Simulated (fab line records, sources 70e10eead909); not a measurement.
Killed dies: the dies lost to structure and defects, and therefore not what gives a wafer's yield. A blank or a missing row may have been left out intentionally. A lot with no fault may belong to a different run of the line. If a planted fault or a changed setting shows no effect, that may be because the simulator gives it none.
Chamber matching + flow nand_harc + 4 sister chambers for NHARC_P_M0_STRIP_18 on rie_diel-03
The step strips in N2/H2. 4 wafers are shown with their chamber, then 10 later ones without.

## EACH WAFER AND ITS CHAMBER
| wafer  | chamber | drypump_motor_current_A (A) |
|--------|---------|-----------------------------|
| L082.1 | 3       | 5.3                         |
| L084.3 | 1       | 5.5                         |
| L083.1 | 0       | 4.8                         |
| L083.2 | 2       | 5.7                         |

## WAFERS WITH NO CHAMBER GIVEN
| wafer  | drypump_motor_current_A (A) |
|--------|-----------------------------|
| L083.3 | 5.3                         |
| L093.2 | 4.8                         |
| L093.3 | 5.6                         |
| L093.6 | 5.3                         |
| L094.2 | 5.7                         |
| L094.4 | 5.4                         |
| L094.5 | 4.9                         |
| L096.2 | 5.2                         |
| L096.4 | 5.6                         |
| L096.5 | 5.2                         |

## THE CHAMBER EACH PASSED THROUGH
| wafer  | from the rows above     | in truth |
|--------|-------------------------|----------|
| L083.3 | 3                       | 3        |
| L093.2 | 0                       | 0        |
| L093.3 | can't be placed: 1 or 2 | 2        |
| L093.6 | 3                       | 3        |
| L094.2 | 2                       | 2        |
| L094.4 | can't be placed: 1 or 3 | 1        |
| L094.5 | 0                       | 0        |
| L096.2 | 3                       | 3        |
| L096.4 | can't be placed: 1 or 2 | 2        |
| L096.5 | 3                       | 3        |
7 of 10 placed correctly. Can't be placed from these rows: 3 (the true chamber is among the candidates in 3). Number placed wrongly: 0.
How it was worked out, from the rows above alone: a wafer's distance from a chamber is the root of the sum, over the readings, of the square of ((its reading less the chamber's mean) divided by the reading's scatter). If the next closest chamber is less than 2 further off than the closest, the wafer can't be placed; otherwise it belongs to the closest. A chamber's mean is the mean of its shown wafers. The scatter: with one shown wafer a chamber, the root of the mean of the squares of how far each hidden wafer lies from its nearest shown one.
